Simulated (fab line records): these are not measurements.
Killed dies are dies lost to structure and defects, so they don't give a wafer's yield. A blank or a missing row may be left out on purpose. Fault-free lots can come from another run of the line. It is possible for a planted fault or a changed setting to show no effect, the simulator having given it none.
A single fault, viewed from 2 desks -- flow nandHarc -- each desk has only its own numbers; what lay behind them comes last

## THE DEFECT DESK
What the inspections along the route counted, lot by lot: means of the sampled wafers that have a number. A lot is out of limits, marked OUT, if its mean lies more than 4 standard deviations from the usual mean; the brackets give that distance.
Columns: A = rawDefectCount at NHARC_A_SOURCE_PLATE_INSPECT_08, usual 66
lot,first seen here,A
L118,day 8 06:58,110
L119,day 8 06:58,57
L120,day 8 22:31,102
L121,day 9 05:22,43
L122,day 10 01:42,34
L123,day 10 07:34,59
L124,day 10 20:41,86
L126,day 11 14:55,73
L129,day 12 14:51,48
L132,day 14 07:27,49
L133,day 14 14:12,39
L137,day 15 22:00,86
L139,day 16 16:17,79
L140,day 17 08:48,54
This desk's verdict: no lot among the 14 shows anything out of limits.

## AT THE METROLOGY DESK
Lot by lot, what the gauges showed, no matter which tool ran the lot: averages of those sampled wafers that carry a number. A lot is out of limits, marked OUT, if its mean lies more than 4 standard deviations from the usual mean; the brackets give that distance.
Columns: A = thkNm at NHARC_A_ONON_D1_THK_MEAS_21, usual 999 nm; B = thkNm at NHARC_A_ONON_D1_THK_MEAS_27, usual 1002 nm; C = thkNm at NHARC_A_ONON_D1_THK_MEAS_30, usual 998 nm
lot,first seen here,A,B,C
L119,day 8 20:13,981,997,999
L118,day 8 20:14,1013,1005,1001
L120,day 9 09:40,990,1004,987
L121,day 9 16:33,997,1017,973
L122,day 10 16:12,984,998,994
L123,day 10 16:14,1003,993,999
L124,day 11 08:53,1018,991,1015
L126,day 12 01:53,994,1013,996
L129,day 13 02:17,996,1019,997
L132,day 14 18:38,1011,1013,1013
L133,day 15 01:46,994,994,1028
L137,day 16 09:26,1004,993,1000
L139,day 17 03:31,998,1000,1003
L140,day 17 23:56,989,1012,995
This desk's verdict: no lot among the 14 shows anything out of limits.

## PUT TOGETHER
The defect desk saw nothing out of limits.
At the metrology desk, nothing out of limits was observed.

## WHAT THE SIMULATOR PUT IN
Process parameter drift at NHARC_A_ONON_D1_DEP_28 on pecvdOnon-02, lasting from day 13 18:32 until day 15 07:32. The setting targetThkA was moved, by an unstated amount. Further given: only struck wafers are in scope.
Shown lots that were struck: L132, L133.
